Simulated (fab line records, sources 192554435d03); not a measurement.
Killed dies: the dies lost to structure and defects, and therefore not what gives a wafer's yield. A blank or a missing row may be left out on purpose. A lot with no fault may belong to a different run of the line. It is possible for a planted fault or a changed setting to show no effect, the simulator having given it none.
Matching of chambers | flow n5 finfet | N5_BEOL_M14_DEP_53 on pecvd-03 has 3 sister chambers
The step deposits SiCN from 3MS/NH3, target thk 50 nm, time 17.8 s. 18 wafers are shown with their chamber, then 9 later ones without.

WAFERS, EACH WITH ITS CHAMBER
wafer  | chamber | throttle valve pct (%) | showerhead plenum p Torr (Torr)
L076.1 | 0       | 17.1                   | 4.149
L076.4 | 0       | 17.3                   | 4.152
L076.6 | 2       | 18.3                   | 4.204
L079.3 | 1       | 19.2                   | 4.144
L079.4 | 2       | 18.6                   | 4.206
L079.6 | 0       | 17.1                   | 4.151
L083.2 | 1       | 19.2                   | 4.138
L083.5 | 2       | 18.5                   | 4.197
L083.6 | 1       | 19.2                   | 4.144
L081.1 | 2       | 18.6                   | 4.205
L081.5 | 1       | 19.3                   | 4.149
L081.6 | 2       | 18.6                   | 4.188
L085.1 | 0       | 17.1                   | 4.148
L085.4 | 2       | 18.6                   | 4.202
L085.6 | 0       | 17.0                   | 4.138
L088.1 | 2       | 18.7                   | 4.188
L088.3 | 2       | 18.7                   | 4.202
L088.4 | 0       | 17.2                   | 4.148

SIGNATURES (means of the wafers above)
reading                  | chamber 0 | chamber 1 | chamber 2 | scatter within a chamber
throttle valve pct       | 17.133    | 19.225    | 18.575    | 0.108
showerhead plenum p Torr | 4.14767   | 4.14375   | 4.19900   | 0.00611
Rule: for a wafer and a chamber, the distance is found by dividing, reading by reading, the gap between the wafer's reading and the chamber's mean by the reading's scatter, squaring, summing and taking the root. The wafer belongs to the nearest chamber; if the next one is less than 2 further off, it can't be placed. The scatter is the square root of a quotient: the sum, over the shown wafers, of each reading's squared deviation from its chamber's mean, divided by wafers minus chambers.

WAFERS WITH NO CHAMBER GIVEN
wafer  | throttle valve pct (%) | showerhead plenum p Torr (Torr)
L089.1 | 18.9                   | 4.141
L089.4 | 17.2                   | 4.148
L089.5 | 18.7                   | 4.189
L095.1 | 17.3                   | 4.141
L095.3 | 18.6                   | 4.186
L095.4 | 17.0                   | 4.144
L097.1 | 17.5                   | 4.151
L097.3 | 18.8                   | 4.200
L097.5 | 17.2                   | 4.142

THE CHAMBER EACH PASSED THROUGH
wafer  | from the rows above | in truth
L089.1 | 1                   | 1
L089.4 | 0                   | 0
L089.5 | 2                   | 2
L095.1 | 0                   | 0
L095.3 | 2                   | 2
L095.4 | 0                   | 0
L097.1 | 0                   | 0
L097.3 | 2                   | 2
L097.5 | 0                   | 0
9 of 9 placed correctly. Not placeable from these rows: 0. Number placed wrongly: 0.
